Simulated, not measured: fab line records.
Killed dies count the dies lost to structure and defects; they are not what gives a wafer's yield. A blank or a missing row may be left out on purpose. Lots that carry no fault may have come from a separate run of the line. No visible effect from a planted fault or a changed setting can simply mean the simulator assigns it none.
Chamber matching / flow nand-harc / NHARC_A_SLIT_DEP_23 on pecvd-01 has 3 sister chambers
The step deposits SiON, target thk 100 nm. 6 wafers are shown with their chamber, then 11 later ones without.

EACH WAFER AND ITS CHAMBER
wafer=L087.1; chamber=2; heater-power-w (W)=710
wafer=L087.6; chamber=1; heater-power-w (W)=704
wafer=L090.1; chamber=0; heater-power-w (W)=675
wafer=L090.2; chamber=2; heater-power-w (W)=800
wafer=L090.5; chamber=1; heater-power-w (W)=637
wafer=L092.1; chamber=0; heater-power-w (W)=747

WAFERS WITH NO CHAMBER GIVEN
wafer=L092.2; heater-power-w (W)=776
wafer=L092.3; heater-power-w (W)=767
wafer=L093.1; heater-power-w (W)=685
wafer=L093.4; heater-power-w (W)=774
wafer=L093.6; heater-power-w (W)=734
wafer=L094.3; heater-power-w (W)=736
wafer=L094.4; heater-power-w (W)=758
wafer=L094.5; heater-power-w (W)=746
wafer=L097.4; heater-power-w (W)=761
wafer=L097.5; heater-power-w (W)=730
wafer=L097.6; heater-power-w (W)=821

CHAMBER TAKEN BY EACH
wafer=L092.2; from the rows above=can't be placed: 2 or 0 or 1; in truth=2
wafer=L092.3; from the rows above=can't be placed: 2 or 0 or 1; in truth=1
wafer=L093.1; from the rows above=can't be placed: 1 or 0 or 2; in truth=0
wafer=L093.4; from the rows above=can't be placed: 2 or 0 or 1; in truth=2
wafer=L093.6; from the rows above=can't be placed: 2 or 0 or 1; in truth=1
wafer=L094.3; from the rows above=can't be placed: 2 or 0 or 1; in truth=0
wafer=L094.4; from the rows above=can't be placed: 2 or 0 or 1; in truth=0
wafer=L094.5; from the rows above=can't be placed: 2 or 0 or 1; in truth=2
wafer=L097.4; from the rows above=can't be placed: 2 or 0 or 1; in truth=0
wafer=L097.5; from the rows above=can't be placed: 0 or 2 or 1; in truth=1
wafer=L097.6; from the rows above=can't be placed: 2 or 0 or 1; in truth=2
Correct placement for 0 of the 11. Can't be placed from these rows: 11 (the true chamber is among the candidates in 11). 0 placed wrongly.
How it was worked out, from the rows above alone: a wafer's distance from a chamber is the root of the sum, over the readings, of the square of ((its reading less the chamber's mean) divided by the reading's scatter). If the next closest chamber is less than 2 further off than the closest, the wafer can't be placed; otherwise it belongs to the closest. For every chamber, the mean is computed from those of its wafers that are shown. The scatter: take each reading less its chamber's mean, square it, sum over the shown wafers, divide by the number of wafers less the number of chambers, and take the root.
